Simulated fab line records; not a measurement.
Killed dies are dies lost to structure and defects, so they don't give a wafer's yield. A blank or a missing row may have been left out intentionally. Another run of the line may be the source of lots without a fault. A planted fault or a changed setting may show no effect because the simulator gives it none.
Which tool was responsible? | flow n5-finfet | 13 lots, 39 wafers sampled, at 3 steps of a route of 1938

== WHAT THE GAUGES READ, wafer by wafer ==
N5_PASSIVATION_CD_MEAS_30 targets a cd of 4000 nm. Usual: 4000.7 nm for cd-nm, sd 2.3.
lot  | measured     | on        | cd-nm (nm)           | flag
L723 | day 11 19:44 | cd-sem-03 | 4001.4 3996.9 4000.2 |
L724 | day 12 07:17 | cd-sem-03 | 3998.9 4002.6 4004.1 |
L725 | day 12 18:34 | cd-sem-01 | 4003.5 4002.4 4003.2 |
L726 | day 13 02:16 | cd-sem-03 | 4000.8 3997.5 3998.1 |
L727 | day 13 08:04 | cd-sem-01 | 4000.6 4002.3 4000.8 |
L730 | day 13 20:19 | cd-sem-03 | 4001.9 3996.8 4002.2 |
L729 | day 14 01:03 | cd-sem-02 | 3997.4 3998.5 4000.4 |
L732 | day 14 01:58 | cd-sem-03 | 3997.9 3998.5 3996.6 |
L733 | day 14 20:32 | cd-sem-01 | 4004.1 4002.5 4000.9 |
L734 | day 15 04:59 | cd-sem-01 | 4003.4 4002.1 4000.7 |
L735 | day 15 10:35 | cd-sem-03 | 4000.2 4000.3 4000.8 |
L738 | day 16 08:24 | cd-sem-01 | 4000.3 3999.6 4000.4 |
L746 | day 19 02:04 | cd-sem-02 | 4000.5 3999.0 3998.1 |

N5_PASSIVATION_OVL_MEAS_66. Usual: for PASS_OPEN_OVL the level is 2 nm and the standard deviation is 5.1.
lot  | measured     | on         | PASS_OPEN_OVL (nm) | flag
L723 | day 11 22:14 | overlay-02 | -3 1 0             |
L724 | day 12 09:41 | overlay-02 | 4 7 10             |
L725 | day 12 20:29 | overlay-02 | 2 13 -4            |
L726 | day 13 04:10 | overlay-02 | 4 6 0              |
L727 | day 13 09:53 | overlay-02 | 8 10 7             |
L730 | day 13 22:13 | overlay-02 | -2 -1 -5           |
L729 | day 14 02:52 | overlay-01 | 3 2 -1             |
L732 | day 14 03:45 | overlay-01 | -1 0 -8            |
L733 | day 14 22:19 | overlay-01 | 8 3 11             |
L734 | day 15 06:52 | overlay-02 | 0 5 -3             |
L735 | day 15 12:29 | overlay-01 | 0 4 5              |
L738 | day 16 10:31 | overlay-02 | 2 -1 -2            |
L746 | day 19 03:52 | overlay-01 | 7 12 7             |

== EACH LOT AND THE TOOL THAT RAN IT (in order: tool; ch and the chambers of the sampled wafers; start) ==
lot  | N5_BEOL_M11_PRECLEAN_42
L723 | wet-bench-03 ch 2,3,5, day 10 11:59
L724 | wet-bench-03 ch 0,1,7, day 10 19:34
L725 | wet-bench-03 ch 0,4,5, day 11 07:08
L726 | wet-bench-02 ch 3,4,5, day 11 08:26
L727 | wet-bench-03 ch 3,4,5, day 11 14:44
L730 | wet-bench-01 ch 0,3,7, day 12 08:45
L729 | wet-bench-03 ch 3,4,5, day 12 08:59
L732 | wet-bench-02 ch 1,2,6, day 12 13:02
L733 | wet-bench-01 ch 0,1,3, day 13 07:35
L734 | wet-bench-02 ch 3,6,7, day 13 10:51
L735 | wet-bench-02 ch 1,4,5, day 13 20:34
L738 | wet-bench-02 ch 5,6,7, day 14 17:24
L746 | wet-bench-02 ch 0,3,4, day 17 10:49
- N5_BEOL_M11_PRECLEAN_42: cleans in residue remover, time 60 s.

== AS READ BY THE TOOLS THEMSELVES (means over the sampled wafers that have a number; for cases with no such wafer, the mark the record gives instead) ==
The record holds no such reading with a usual standard deviation.

== THE ANSWER, worked out from the rows above alone ==
Rule: a lot counts as off when the mean over its wafers that have a number is more than 3 standard deviations away from the usual mean. Also off: a lot with no number at a reading for which 4 or more lots have one. Any other lot the step has rows for is counted as sound. The gauges are gone through in route order, then the tools' own readings, and for those a lot's mean is taken as printed above. At the first step where some lot is off, the reading lying furthest off is the one used; lots without a number count as furthest.
No lot is off at any reading shown: from this, nothing can be told.

== WHAT THE SIMULATOR HAD PUT IN ==
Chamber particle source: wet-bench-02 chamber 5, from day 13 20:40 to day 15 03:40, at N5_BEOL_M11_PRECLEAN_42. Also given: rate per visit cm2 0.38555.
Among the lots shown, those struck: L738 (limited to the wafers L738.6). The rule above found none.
